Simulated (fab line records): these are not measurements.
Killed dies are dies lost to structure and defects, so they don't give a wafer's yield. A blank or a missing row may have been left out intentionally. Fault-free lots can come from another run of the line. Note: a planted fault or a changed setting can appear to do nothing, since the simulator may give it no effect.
Which tool did it? ; flow n5_finfet ; 24 lots with 72 wafers sampled at 6 steps, on a route of 1938 steps

== WHAT THE GAUGES SHOWED, per wafer ==
Not one reading of a measure or inspect step in the record can be checked against a usual standard deviation.

== WHICH TOOL RAN EACH LOT (tool, then ch and the chambers of the sampled wafers, then the start) ==
lot;N5_STI_FIN_REVEAL_ETCH_34;N5_DUMMY_GATE_ETCH_29;N5_DUMMY_GATE_ETCH_37;N5_SD_EPI_N_LINER_46;N5_SD_EPI_P_SD_RECESS_17;N5_SD_ACTIVATION_LSA_01
L074;rie_si-06 ch 1,3, day 2 15:26;rie_diel-05 ch 1,2, day 3 03:01;rie_diel-05 ch 1,2, day 3 03:05;ald_sin-02 ch 0,1,3, day 3 09:54;rie_si-01 ch 1,2,3, day 3 11:20;laser_anneal-01 ch 0, day 3 15:28
L075;rie_si-03 ch 0,2,3, day 2 17:36;rie_diel-04 ch 0,1,2, day 3 06:37;rie_diel-04 ch 0,1,2, day 3 06:42;ald_sin-01 ch 0,1,2, day 3 13:22;rie_si-04 ch 0,1,3, day 3 14:47;laser_anneal-02 ch 0, day 3 18:14
L076;rie_si-03 ch 0,1,2, day 3 01:01;rie_diel-05 ch 0,1,3, day 3 10:53;rie_diel-05 ch 0,1,3, day 3 10:58;ald_sin-02 ch 0,1,3, day 3 17:33;rie_si-04 ch 0,2,3, day 3 18:51;laser_anneal-01 ch 0, day 3 22:17
L077;rie_si-03 ch 1,2,3, day 3 07:32;rie_diel-04 ch 0,2, day 3 17:07;rie_diel-04 ch 0,2, day 3 17:11;ald_sin-01 ch 0,2,3, day 3 23:14;rie_si-01 ch 1,2,3, day 4 00:41;laser_anneal-02 ch 0, day 4 04:50
L078;rie_si-03 ch 1,2, day 3 12:51;rie_diel-04 ch 0,1,2, day 3 22:14;rie_diel-04 ch 0,1,2, day 3 22:19;ald_sin-01 ch 1,2,3, day 4 05:01;rie_si-02 ch 2,3, day 4 06:52;laser_anneal-01 ch 0, day 4 10:08
L079;rie_si-03 ch 2,3, day 3 19:10;rie_diel-06 ch 0,1,3, day 4 04:46;rie_diel-06 ch 0,1,3, day 4 04:50;ald_sin-02 ch 1,3, day 4 12:01;rie_si-01 ch 1,2,3, day 4 13:19;laser_anneal-02 ch 0, day 4 16:47
L080;rie_si-05 ch 1,2, day 4 00:27;rie_diel-04 ch 0,1,2, day 4 10:38;rie_diel-04 ch 0,1,2, day 4 10:43;ald_sin-02 ch 1,2,3, day 4 17:17;rie_si-04 ch 2,3, day 4 18:40;laser_anneal-01 ch 0, day 4 22:04
L081;rie_si-03 ch 0,1,2, day 4 06:34;rie_diel-05 ch 0,2,3, day 4 15:58;rie_diel-05 ch 0,2,3, day 4 16:02;ald_sin-02 ch 0,2, day 4 22:38;rie_si-01 ch 2,3, day 5 00:04;laser_anneal-01 ch 0, day 5 03:23
L082;rie_si-03 ch 0,3, day 4 12:41;rie_diel-05 ch 0,2, day 4 22:04;rie_diel-05 ch 0,2, day 4 22:09;ald_sin-01 ch 0,2,3, day 5 04:43;rie_si-02 ch 0,1,2, day 5 06:12;laser_anneal-02 ch 0, day 5 09:47
L083;rie_si-03 ch 0,1,3, day 4 18:58;rie_diel-04 ch 0,1,2, day 5 05:44;rie_diel-04 ch 0,1,2, day 5 05:49;ald_sin-02 ch 0,1, day 5 11:59;rie_si-04 ch 0,1,3, day 5 13:27;laser_anneal-02 ch 0, day 5 16:47
L084;rie_si-06 ch 1,2, day 5 03:24;rie_diel-04 ch 0,1,2, day 5 13:28;rie_diel-04 ch 0,1,2, day 5 13:33;ald_sin-01 ch 0,1, day 5 21:32;rie_si-02 ch 0,2,3, day 5 22:58;laser_anneal-01 ch 0, day 6 03:50
L085;rie_si-06 ch 1,2,3, day 5 09:59;rie_diel-05 ch 0,1, day 5 19:29;rie_diel-05 ch 0,1, day 5 19:34;ald_sin-03 ch 1,2,3, day 6 01:40;rie_si-04 ch 0,2, day 6 03:05;laser_anneal-02 ch 0, day 6 06:25
L086;rie_si-03 ch 1,2,3, day 5 12:49;rie_diel-05 ch 1,2,3, day 5 23:07;rie_diel-05 ch 1,2,3, day 5 23:11;ald_sin-03 ch 0,3, day 6 05:17;rie_si-04 ch 0,3, day 6 06:43;laser_anneal-01 ch 0, day 6 10:05
L087;rie_si-03 ch 0,1,3, day 5 17:49;rie_diel-04 ch 0,1,2, day 6 03:16;rie_diel-04 ch 0,1,2, day 6 03:20;ald_sin-02 ch 0,2, day 6 10:00;rie_si-04 ch 1,2,3, day 6 11:20;laser_anneal-02 ch 0, day 6 14:38
L088;rie_si-05 ch 0,1,2, day 6 00:40;rie_diel-06 ch 0,1,2, day 6 10:40;rie_diel-06 ch 0,1,2, day 6 10:44;ald_sin-02 ch 0,1,3, day 6 17:16;rie_si-04 ch 0,2,3, day 6 18:38;laser_anneal-01 ch 0, day 6 23:52
L089;rie_si-03 ch 1,2,3, day 6 07:14;rie_diel-06 ch 1,2, day 6 16:43;rie_diel-06 ch 1,2, day 6 16:48;ald_sin-01 ch 1,3, day 6 22:47;rie_si-04 ch 0,1, day 7 00:13;laser_anneal-02 ch 0, day 7 04:28
L090;rie_si-05 ch 0,2, day 6 12:14;rie_diel-06 ch 2,3, day 6 21:37;rie_diel-06 ch 2,3, day 6 21:42;ald_sin-03 ch 0,3, day 7 04:47;rie_si-01 ch 0,1,3, day 7 06:12;laser_anneal-01 ch 0, day 7 09:34
L091;rie_si-05 ch 1,2, day 6 19:38;rie_diel-04 ch 1,2, day 7 07:09;rie_diel-04 ch 1,2, day 7 07:16;ald_sin-03 ch 1,2, day 7 13:29;rie_si-04 ch 0,2,3, day 7 14:54;laser_anneal-02 ch 0, day 7 19:08
L092;rie_si-05 ch 2,3, day 7 00:48;rie_diel-06 ch 0,3, day 7 15:29;rie_diel-06 ch 0,3, day 7 15:34;ald_sin-01 ch 1,2, day 7 21:54;rie_si-04 ch 0,1, day 7 23:20;laser_anneal-01 ch 0, day 8 02:57
L093;rie_si-03 ch 0,1,2, day 7 05:53;rie_diel-06 ch 0,1,3, day 7 16:11;rie_diel-06 ch 0,1,3, day 7 16:16;ald_sin-01 ch 0,2,3, day 7 23:03;rie_si-01 ch 0,2,3, day 8 00:29;laser_anneal-02 ch 0, day 8 04:37
L094;rie_si-03 ch 0,1,2, day 7 15:01;rie_diel-05 ch 1,3, day 8 02:29;rie_diel-05 ch 1,3, day 8 02:34;ald_sin-03 ch 0,1,3, day 8 09:45;rie_si-02 ch 0,1,3, day 8 11:03;laser_anneal-01 ch 0, day 8 15:34
L095;rie_si-05 ch 1,3, day 7 20:17;rie_diel-04 ch 0,3, day 8 05:45;rie_diel-04 ch 0,3, day 8 05:52;ald_sin-01 ch 0,1,3, day 8 11:41;rie_si-01 ch 1,2, day 8 13:10;laser_anneal-02 ch 0, day 8 16:29
L096;rie_si-06 ch 0,1, day 8 00:43;rie_diel-05 ch 1,2,3, day 8 10:22;rie_diel-05 ch 1,2,3, day 8 10:26;ald_sin-02 ch 1,2,3, day 8 18:25;rie_si-01 ch 0,2,3, day 8 19:50;laser_anneal-01 ch 0, day 8 23:06
L097;rie_si-06 ch 0,1,3, day 8 05:39;rie_diel-04 ch 0,1, day 8 15:01;rie_diel-04 ch 0,1, day 8 15:05;ald_sin-03 ch 0,1,2, day 8 21:16;rie_si-01 ch 1,2,3, day 8 22:42;laser_anneal-02 ch 0, day 9 01:59
- N5_STI_FIN_REVEAL_ETCH_34: etches Si in H2, material Si, target depth 0.97 nm.
- N5_DUMMY_GATE_ETCH_29: etches underlayer in N2/H2, target depth 13 nm.
- N5_DUMMY_GATE_ETCH_37: etches SOC in N2/H2, target depth 60 nm, overetch 30 nm.
- N5_SD_EPI_N_LINER_46: material SiNx, target thk 3 nm.
- N5_SD_EPI_P_SD_RECESS_17: chemistry HBr/Cl2/O2, target depth 39.1 nm, bt time 3 s.
- N5_SD_ACTIVATION_LSA_01: time 0.0008 s.

== WHAT THE TOOLS THEMSELVES READ (means of the sampled wafers that have a number; where no wafer has one, the mark that the record gives instead) ==
N5_STI_FIN_REVEAL_ETCH_34.
lot;tool;drypump_motor_current_A (A);oes_product_au (a.u.);throttle_valve_pct (%)
L074;rie_si-06;5.3;1.006;26.18
L075;rie_si-03;5.9;0.988;25.65
L076;rie_si-03;5.7;1.001;25.67
L077;rie_si-03;5.6;0.988;25.72
L078;rie_si-03;5.5;0.988;25.67
L079;rie_si-03;5.8;0.981;25.68
L080;rie_si-05;5.7;0.991;25.66
L081;rie_si-03;5.7;0.998;25.68
L082;rie_si-03;6.0;0.994;25.68
L083;rie_si-03;5.8;0.999;25.69
L084;rie_si-06;5.2;1.003;25.78
L085;rie_si-06;5.5;1.015;26.02
L086;rie_si-03;5.7;1.000;25.71
L087;rie_si-03;5.8;0.996;25.70
L088;rie_si-05;5.4;1.002;25.60
L089;rie_si-03;5.6;0.995;25.71
L090;rie_si-05;5.2;0.982;25.69
L091;rie_si-05;5.6;0.980;25.74
L092;rie_si-05;5.5;0.970;25.81
L093;rie_si-03;5.7;1.001;25.67
L094;rie_si-03;5.7;0.992;25.66
L095;rie_si-05;5.8;0.999;25.65
L096;rie_si-06;5.2;0.999;25.63
L097;rie_si-06;5.5;0.999;25.87

N5_DUMMY_GATE_ETCH_29.
lot;tool;drypump_motor_current_A (A);n2_flow_sccm (sccm);oes_product_au (a.u.);rf_vpp_V (V);showerhead_plenum_p_Torr (Torr);throttle_valve_pct (%)
L074;rie_diel-05;5.2;200.3;0.88;524.3;2.54;17.72
L075;rie_diel-04;6.0;200.4;0.77;524.2;2.55;18.00
L076;rie_diel-05;5.7;200.4;0.79;522.5;2.52;17.92
L077;rie_diel-04;6.2;200.3;0.75;521.7;2.50;18.17
L078;rie_diel-04;6.0;199.6;0.76;523.5;2.55;18.02
L079;rie_diel-06;5.6;199.7;0.75;524.5;2.58;17.76
L080;rie_diel-04;6.0;200.4;0.75;523.8;2.54;18.03
L081;rie_diel-05;5.6;199.9;0.83;525.3;2.57;17.80
L082;rie_diel-05;5.4;200.1;0.85;525.2;2.61;17.82
L083;rie_diel-04;6.0;199.7;0.74;523.7;2.54;18.05
L084;rie_diel-04;6.0;200.2;0.74;524.0;2.54;18.06
L085;rie_diel-05;5.7;200.3;0.72;523.0;2.50;18.10
L086;rie_diel-05;5.4;200.5;0.82;522.7;2.50;17.73
L087;rie_diel-04;6.0;200.9;0.74;523.7;2.54;18.07
L088;rie_diel-06;5.8;199.8;0.72;525.2;2.57;17.89
L089;rie_diel-06;5.9;200.0;0.74;525.2;2.57;17.90
L090;rie_diel-06;5.4;199.7;0.75;527.4;2.64;17.70
L091;rie_diel-04;6.1;200.0;0.67;524.8;2.57;18.10
L092;rie_diel-06;5.5;199.7;0.73;525.6;2.63;17.78
L093;rie_diel-06;5.6;200.0;0.73;525.4;2.57;17.80
L094;rie_diel-05;5.5;200.8;0.76;521.8;2.44;17.89
L095;rie_diel-04;5.4;199.7;0.82;523.4;2.51;18.01
L096;rie_diel-05;5.4;199.6;0.80;522.6;2.49;17.76
L097;rie_diel-04;5.8;199.7;0.74;524.2;2.57;17.95

N5_DUMMY_GATE_ETCH_37.
lot;tool;drypump_motor_current_A (A);n2_flow_sccm (sccm);oes_product_au (a.u.);rf_vpp_V (V);showerhead_plenum_p_Torr (Torr);throttle_valve_pct (%)
L074;rie_diel-05;5.2;199.9;0.70;524.9;2.54;17.64
L075;rie_diel-04;6.0;199.9;0.60;524.0;2.55;17.94
L076;rie_diel-05;5.8;200.1;0.63;523.3;2.52;17.84
L077;rie_diel-04;6.2;199.8;0.59;522.5;2.50;18.11
L078;rie_diel-04;6.0;200.2;0.59;522.9;2.55;17.96
L079;rie_diel-06;5.6;199.7;0.60;524.9;2.58;17.71
L080;rie_diel-04;6.0;199.6;0.60;523.7;2.54;17.97
L081;rie_diel-05;5.6;200.9;0.67;524.6;2.57;17.72
L082;rie_diel-05;5.4;199.8;0.68;526.2;2.61;17.75
L083;rie_diel-04;6.0;199.7;0.59;524.4;2.54;17.98
L084;rie_diel-04;6.0;200.1;0.58;523.9;2.54;17.98
L085;rie_diel-05;5.7;199.7;0.58;522.5;2.50;18.04
L086;rie_diel-05;5.4;200.0;0.66;522.4;2.50;17.65
L087;rie_diel-04;6.0;199.6;0.58;523.1;2.54;17.99
L088;rie_diel-06;5.8;200.8;0.57;525.0;2.57;17.82
L089;rie_diel-06;5.9;200.7;0.58;524.5;2.57;17.84
L090;rie_diel-06;5.4;200.2;0.59;526.3;2.64;17.64
L091;rie_diel-04;6.1;200.2;0.53;524.7;2.57;18.03
L092;rie_diel-06;5.5;199.5;0.57;526.5;2.63;17.71
L093;rie_diel-06;5.6;199.8;0.58;524.3;2.57;17.74
L094;rie_diel-05;5.5;200.2;0.60;521.2;2.44;17.82
L095;rie_diel-04;5.4;199.9;0.64;522.9;2.51;17.94
L096;rie_diel-05;5.4;201.8;0.64;521.7;2.49;17.68
L097;rie_diel-04;5.8;200.1;0.58;524.9;2.57;17.86

N5_SD_EPI_N_LINER_46.
lot;tool;heater_power_outer_w (W);heater_power_w (W)
L074;ald_sin-02;513;832
L075;ald_sin-01;569;899
L076;ald_sin-02;507;838
L077;ald_sin-01;525;826
L078;ald_sin-01;496;823
L079;ald_sin-02;487;825
L080;ald_sin-02;519;841
L081;ald_sin-02;571;888
L082;ald_sin-01;527;815
L083;ald_sin-02;509;874
L084;ald_sin-01;645;998
L085;ald_sin-03;531;871
L086;ald_sin-03;557;871
L087;ald_sin-02;572;875
L088;ald_sin-02;504;840
L089;ald_sin-01;508;845
L090;ald_sin-03;554;873
L091;ald_sin-03;556;881
L092;ald_sin-01;553;914
L093;ald_sin-01;522;831
L094;ald_sin-03;543;870
L095;ald_sin-01;575;926
L096;ald_sin-02;508;832
L097;ald_sin-03;556;887

N5_SD_EPI_P_SD_RECESS_17.
lot;tool;drypump_motor_current_A (A);oes_product_au (a.u.);throttle_valve_pct (%)
L074;rie_si-01;5.3;1.016;37.00
L075;rie_si-04;5.8;1.003;36.81
L076;rie_si-04;6.0;1.019;36.81
L077;rie_si-01;5.3;1.010;37.00
L078;rie_si-02;5.5;1.013;37.08
L079;rie_si-01;5.2;1.011;37.00
L080;rie_si-04;6.1;1.017;36.86
L081;rie_si-01;5.1;1.004;36.80
L082;rie_si-02;5.8;0.997;37.14
L083;rie_si-04;5.8;1.005;36.85
L084;rie_si-02;5.8;0.999;37.03
L085;rie_si-04;6.1;1.021;36.86
L086;rie_si-04;6.0;1.007;36.75
L087;rie_si-04;5.9;1.013;36.92
L088;rie_si-04;6.0;1.014;36.79
L089;rie_si-04;5.8;1.009;36.85
L090;rie_si-01;5.8;1.003;37.02
L091;rie_si-04;6.1;1.016;36.79
L092;rie_si-04;5.7;1.007;36.95
L093;rie_si-01;5.6;0.995;36.82
L094;rie_si-02;6.1;1.003;37.00
L095;rie_si-01;4.9;1.005;37.01
L096;rie_si-01;5.6;0.993;36.83
L097;rie_si-01;5.3;1.011;36.99

N5_SD_ACTIVATION_LSA_01.
lot;tool;wafer_temp_C_max
L074;laser_anneal-01;1083.2
L075;laser_anneal-02;1085.7
L076;laser_anneal-01;1083.7
L077;laser_anneal-02;1085.2
L078;laser_anneal-01;1084.4
L079;laser_anneal-02;1085.7
L080;laser_anneal-01;1084.2
L081;laser_anneal-01;1085.2
L082;laser_anneal-02;1085.3
L083;laser_anneal-02;1085.8
L084;laser_anneal-01;1083.2
L085;laser_anneal-02;1085.1
L086;laser_anneal-01;1084.0
L087;laser_anneal-02;1085.9
L088;laser_anneal-01;1084.2
L089;laser_anneal-02;1084.6
L090;laser_anneal-01;1082.8
L091;laser_anneal-02;1084.2
L092;laser_anneal-01;1083.4
L093;laser_anneal-02;1085.8
L094;laser_anneal-01;1083.5
L095;laser_anneal-02;1085.5
L096;laser_anneal-01;1084.0
L097;laser_anneal-02;1085.6

== THE ANSWER, worked out from the rows above alone ==
Rule: the lots themselves supply what counts as usual. Put in order of their means at a reading, lots are off if they are a third of the lots or fewer, leave a main group of 4 or more, and stand apart from it by a gap of 3 or more times the standard deviation of the main group's means; of several such gaps the widest counts. If all means in a main group match to the digits the tables above print for the reading, that group is not used. A lot without any number at a reading at which 4 lots or more have one is off too. Where the step has rows for the other lots, those lots are counted as sound. First the gauges in route order, then the tools' own readings, where a lot's mean is used as printed above. At the first step where some lot is off, the reading lying furthest off is the one used; lots without a number count as furthest.
None of the lots is off at any reading shown; this tells nothing.

== WHAT THE SIMULATOR PUT IN ==
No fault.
